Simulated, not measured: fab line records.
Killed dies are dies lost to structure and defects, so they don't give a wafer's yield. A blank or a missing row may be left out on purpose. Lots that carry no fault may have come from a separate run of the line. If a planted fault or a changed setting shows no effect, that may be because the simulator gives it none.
Chamber matching	flow nand_harc	NHARC_P_BONDPAD_CMP_32 on cmp-04 has 4 sister chambers
The step polishes SiCN, target thk 200 nm. 16 wafers are shown with their chamber, then 8 later ones without.

WAFERS PAIRED WITH THEIR CHAMBERS
wafer	chamber	motor_current_A (A)	retaining_ring_pressure_frac
L076.1	0	12.7	0.994
L076.2	2	11.4	1.004
L076.5	0	12.3	0.994
L081.1	1	10.2	0.997
L081.3	0	12.1	1.002
L081.6	2	11.1	1.002
L083.3	3	10.9	0.994
L083.4	0	12.7	0.998
L083.6	3	11.1	0.998
L085.1	3	10.9	0.995
L085.3	0	12.5	0.999
L085.4	1	11.0	1.003
L084.2	1	10.7	1.000
L084.3	3	10.9	1.001
L084.6	3	11.0	0.998
L089.1	1	10.9	0.995

SIGNATURES (averages over the wafers above)
reading	chamber 0	chamber 1	chamber 2	chamber 3	scatter within a chamber
motor_current_A	12.460	10.700	11.250	10.960	0.246
retaining_ring_pressure_frac	0.99740	0.99875	1.00300	0.99720	0.00312
Rule: a wafer's distance from a chamber is the root of the sum, over the readings, of the square of ((its reading less the chamber's mean) divided by the reading's scatter). If the next closest chamber is less than 2 further off than the closest, the wafer can't be placed; otherwise it belongs to the closest. The scatter is the square root of a quotient: the sum, over the shown wafers, of each reading's squared deviation from its chamber's mean, divided by wafers minus chambers.

WAFERS WITH NO CHAMBER GIVEN
wafer	motor_current_A (A)	retaining_ring_pressure_frac
L089.4	11.5	1.003
L089.5	11.3	1.006
L091.1	11.5	0.997
L091.3	10.8	0.996
L091.5	12.0	1.000
L094.1	10.9	1.001
L094.3	11.0	1.000
L094.5	11.3	0.996

CHAMBER TAKEN BY EACH
wafer	from the rows above	in truth
L089.4	can't be placed: 2 or 3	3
L089.5	2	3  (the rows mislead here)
L091.1	can't be placed: 2 or 3 or 1 or 0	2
L091.3	can't be placed: 3 or 1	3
L091.5	can't be placed: 0 or 2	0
L094.1	can't be placed: 1 or 3 or 2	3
L094.3	can't be placed: 3 or 1 or 2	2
L094.5	can't be placed: 3 or 2 or 1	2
0 of 8 placed correctly. Can't be placed from these rows: 7 (the true chamber is among the candidates in 7). Wrongly placed: 1.
